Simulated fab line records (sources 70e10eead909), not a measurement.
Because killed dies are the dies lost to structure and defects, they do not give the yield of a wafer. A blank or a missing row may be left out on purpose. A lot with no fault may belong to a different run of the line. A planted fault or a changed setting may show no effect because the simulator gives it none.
Which tool is to blame? ; flow nand_harc ; 14 lots, 42 wafers sampled, at 2 steps of a route of 1302

== WHAT THE GAUGES READ, wafer by wafer ==
NHARC_P_M0_INSPECT_27.
lot;measured;on;raw_defect_count
L903;day 6 02:23;defect_inspect-02;278 427 193
L904;day 6 17:48;defect_inspect-02;231 213 276
L906;day 7 09:23;defect_inspect-01;227 133 282
L907;day 7 21:19;defect_inspect-01;177 413 366
L909;day 8 15:32;defect_inspect-02;352 652 435
L910;day 8 20:01;defect_inspect-01;390 388 296
L918;day 12 08:19;defect_inspect-02;446 617 297
L919;day 12 22:20;defect_inspect-02;511 351 359
L920;day 13 07:40;defect_inspect-02;224 406 157
L923;day 14 05:29;defect_inspect-02;238 216 189
L922;day 14 06:19;defect_inspect-02;232 243 302
L924;day 14 17:49;defect_inspect-02;221 251 440
L925;day 15 06:38;defect_inspect-02;208 585 463
L926;day 15 20:17;defect_inspect-02;365 240 321

NHARC_P_M1_OVL_MEAS_10: pitch 260 nm.
lot;measured;on;overlay_x_nm (nm);overlay_y_nm (nm)
L903;day 6 03:52;overlay-01;0.0 0.3 -0.1;0.4 0.6 0.1
L904;day 6 19:16;overlay-01;0.3 0.9 0.4;1.7 0.9 1.5
L906;day 7 11:04;overlay-02;-1.5 -1.2 -1.0;-0.2 -0.5 -0.3
L907;day 7 22:48;overlay-01;0.1 0.8 0.4;-0.6 -0.4 -0.4
L909;day 8 17:01;overlay-02;-0.6 0.2 0.5;-0.6 -0.2 -0.4
L910;day 8 21:28;overlay-02;2.1 1.8 2.1;2.2 2.7 2.1
L918;day 12 09:48;overlay-01;0.4 0.3 0.4;0.3 0.0 0.6
L919;day 12 23:42;overlay-02;0.2 -0.6 -0.1;-1.2 -1.0 -1.1
L920;day 13 09:09;overlay-01;-0.6 -0.9 -0.7;-0.5 -0.4 -0.7
L923;day 14 07:01;overlay-01;-0.2 -0.4 -0.7;0.1 0.1 0.4
L922;day 14 07:47;overlay-01;-0.2 0.0 0.1;0.7 0.6 0.5
L924;day 14 19:19;overlay-02;0.6 0.0 0.4;-0.3 -0.2 -0.9
L925;day 15 07:59;overlay-01;-1.2 -0.5 -0.6;-1.1 -1.3 -1.5
L926;day 15 21:47;overlay-02;0.4 -0.1 0.5;1.6 1.3 1.8

== EACH LOT AND THE TOOL THAT RAN IT (in order: tool; ch and the chambers of the sampled wafers; start) ==
Record: no process step prior to these readings.

== WHAT THE TOOLS THEMSELVES READ (means of the sampled wafers that have a number; where no wafer has one, the mark that the record gives instead) ==
The record holds no such reading with a usual standard deviation.

== THE ANSWER, worked out from the rows above alone ==
Rule: what is usual is taken from the lots themselves. The widest of any qualifying gaps counts: lots, ordered by their means at a reading, are off when they make up no more than a third of the lots, leave a main group of 4 or more, and stand apart from it by 3 or more times the standard deviation of that group's means. Not used: any main group whose means are identical at the precision the tables above print for the reading. Also off: a lot with no number at a reading for which 4 or more lots have one. All remaining lots with rows at the step are treated as sound. After the gauges, taken in route order, come the tools' own readings; for these a lot's mean is taken, as printed above. The first step at which some lot is off is used, and at that step the reading that is off furthest; a lot without a number counts as furthest.
None of the lots is off at any reading shown; this tells nothing.

== WHAT THE SIMULATOR HAD PUT IN ==
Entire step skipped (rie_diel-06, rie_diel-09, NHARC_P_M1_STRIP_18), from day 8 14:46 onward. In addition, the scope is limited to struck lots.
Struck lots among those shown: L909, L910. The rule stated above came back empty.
